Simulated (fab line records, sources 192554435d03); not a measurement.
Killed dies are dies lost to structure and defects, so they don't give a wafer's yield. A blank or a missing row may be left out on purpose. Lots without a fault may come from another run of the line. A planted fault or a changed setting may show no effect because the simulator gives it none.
A struck lot beside a sound one | flow n5_finfet | 27 steps out of a route of 1938
Sound: wafers L273.3, L273.4, L273.6. Struck: wafers L278.1, L278.4, L278.5. The cause comes at the end.
At each step with rows: each side's tool, then ch and its chambers, then its first start. Under that, the readings that differ: sound wafers | struck wafers | difference of the means | sigmas: that difference in standard deviations of wafers without a fault.
alike: readings whose means differ by less than 2 such deviations, and words and numbers that are the same on both sides. not compared: withheld readings, readings that some wafer has no value for, bounds like >300 that may hide the same value, and numbers for which the record gives no deviation and whose values overlap.
The two part at a step that has a row with sigmas, a row that says differs or no value, or rows on one side only. Numbers that don't overlap but have no deviation are shown without sigmas and don't part them. A reading that every wafer of one side lacks parts them only if that side has two wafers or more.

first, 6 steps without rows for these wafers: N5_DUMMY_GATE_COAT_09 (resist thk 30 nm); N5_DUMMY_GATE_EBR_11; N5_DUMMY_GATE_SOFTBAKE_10 (time 60 s); N5_DUMMY_GATE_EXPOSE_12 (exposes mask GATE, target cd 25 nm); N5_DUMMY_GATE_PEB_13 (peb time 60 s); N5_DUMMY_GATE_DEVELOP_14 (develop time 30 s).
N5_DUMMY_GATE_CD_MEAS_15: target cd 25.8 nm.
  sound on cd_sem-03 ch 0, day 3 18:04; struck on cd_sem-02 ch 0, day 4 23:49
  alike: cd_nm
N5_DUMMY_GATE_OVL_MEAS_16:
  sound on overlay-01 ch 0, day 3 18:07; struck on overlay-01 ch 0, day 4 23:52
  alike: GATE_OVL
N5_DUMMY_GATE_INSPECT_17: inspects for defects (brightfield).
  sound on defect_inspect-01, day 3 18:10; struck on defect_inspect-02, day 4 23:55
  alike: raw_defect_count
N5_DUMMY_GATE_DESCUM_20: chemistry O2, time 6.2 s.
  sound on rie_diel-05 ch 1,2, day 3 18:11; struck on rie_diel-05 ch 0,1,3, day 5 00:07
  alike: drypump_motor_current_A, oes_product_au, rf_vpp_V, showerhead_plenum_p_Torr, throttle_valve_pct
  not compared: rf_hours_counter_h
then, 1 step without rows for these wafers: N5_DUMMY_GATE_ETCH_29 (etches underlayer in N2/H2, target depth 13 nm).
N5_DUMMY_GATE_ETCH_36: etches SiARC in CF4, target depth 13 nm.
  sound on rie_diel-05 ch 1,2, day 3 18:18; struck on rie_diel-05 ch 0,1,3, day 5 00:13
  reading                | sound             | struck            | difference | sigmas
  throttle_valve_pct (%) | 15.29 15.40 15.31 | 16.08 15.88 15.32 | +0.43      | +2
  alike: drypump_motor_current_A, oes_product_au, rf_vpp_V, showerhead_plenum_p_Torr
  not compared: rf_hours_counter_h
N5_DUMMY_GATE_ETCH_37: etches SOC in N2/H2, target depth 60 nm, overetch 30 nm.
  sound on rie_diel-05 ch 1,2, day 3 18:20; struck on rie_diel-05 ch 0,1,3, day 5 00:15
  reading                                       | sound       | struck    | difference | sigmas
  model.SiARC_of_DUMMY_GATE_COAT_35.thk_nm (nm) | 4.8 4.6 4.8 | 6.2 5.8 6 | +1.3       |
  alike: drypump_motor_current_A, oes_product_au, rf_vpp_V, showerhead_plenum_p_Torr, throttle_valve_pct
  not compared: rf_hours_counter_h
then, 2 steps without rows for these wafers: N5_DUMMY_GATE_STRIP_38 (strips in N2/H2); N5_DUMMY_GATE_STRIP_39 (strips in N2/H2).
N5_DUMMY_GATE_TRIM_49: chemistry O2, time 29 s, target cd 14 nm.
  sound on rie_si-04 ch 0,1,2, day 3 18:25; struck on rie_si-04 ch 0,3, day 5 00:20
  alike: drypump_motor_current_A, he_backside_leak_sccm, oes_product_au, throttle_valve_pct
  not compared: rf_hours_counter_h, model.DUMMY_GATE.cd_nm
N5_DUMMY_GATE_STRIP_40: strips in CF4.
  sound on rie_diel-06 ch 2,3, day 3 18:31; struck on rie_diel-05 ch 1,2,3, day 5 00:29
  alike: drypump_motor_current_A, oes_product_au, rf_vpp_V, showerhead_plenum_p_Torr, throttle_valve_pct
  not compared: rf_hours_counter_h
N5_DUMMY_GATE_CD_MEAS_50: target cd 14 nm.
  sound on cd_sem-03, day 3 18:34; struck on cd_sem-03, day 5 00:32
  alike: cd_nm
then, 3 steps without rows for these wafers: N5_DUMMY_GATE_ETCH_31 (etches SiO2 in C4F6/O2, target depth 82.5 nm, time 27.5 s); N5_DUMMY_GATE_STRIP_41 (strips in O2); N5_DUMMY_GATE_HM_OPEN_21 (chemistry CH3F/O2, target SiNx, target depth 120 nm, time 171.4 s).
N5_DUMMY_GATE_ETCH_32: etches SiO2 in CF4, target depth 3.5 nm, time 3.9 s.
  sound on rie_si-01 ch 0,2,3, day 3 18:52; struck on rie_si-01 ch 0,1,2, day 5 01:03
  alike: drypump_motor_current_A, he_backside_leak_sccm, oes_product_au, throttle_valve_pct
  not compared: rf_hours_counter_h
then, 2 steps without rows for these wafers: N5_DUMMY_GATE_ETCH_23 (etches poly-Si in HBr/Cl2/O2, target depth 41 nm, time 22.3 s); N5_DUMMY_GATE_ETCH_44 (etches poly-Si in HBr/O2, stops on SiO2, target depth 127.5 nm).
N5_DUMMY_GATE_CD_MEAS_24: target cd 15 nm.
  sound on cd_sem-01, day 3 19:04; struck on cd_sem-03, day 5 01:15
  reading    | sound          | struck         | difference | sigmas
  cd_nm (nm) | 14.6 14.6 15.1 | 15.7 15.1 16.4 | +1.0       | +2
N5_DUMMY_GATE_ETCH_42: etches SiO2 in CHF3/O2, target depth 3.5 nm, time 31 s.
  sound on rie_diel-05 ch 1,2,3, day 3 19:18; struck on rie_diel-05 ch 2,3, day 5 01:18
  alike: drypump_motor_current_A, oes_product_au, rf_vpp_V, showerhead_plenum_p_Torr, throttle_valve_pct
  not compared: rf_hours_counter_h, model.DUMMY_GATE.cd_nm
N5_DUMMY_GATE_STRIP_48: strips in N2/H2, time 20 s.
  sound on rie_diel-05 ch 1,2,3, day 3 19:21; struck on rie_diel-05 ch 2,3, day 5 01:20
  alike: drypump_motor_current_A, oes_product_au, rf_vpp_V, showerhead_plenum_p_Torr, throttle_valve_pct
  not compared: rf_hours_counter_h

WHERE THEY PART
First at N5_DUMMY_GATE_ETCH_36; last, within this record, at N5_DUMMY_GATE_CD_MEAS_24. Later steps at which nothing parts them and some readings are alike: N5_DUMMY_GATE_ETCH_42, N5_DUMMY_GATE_STRIP_48.

WHY: what the simulator had put in
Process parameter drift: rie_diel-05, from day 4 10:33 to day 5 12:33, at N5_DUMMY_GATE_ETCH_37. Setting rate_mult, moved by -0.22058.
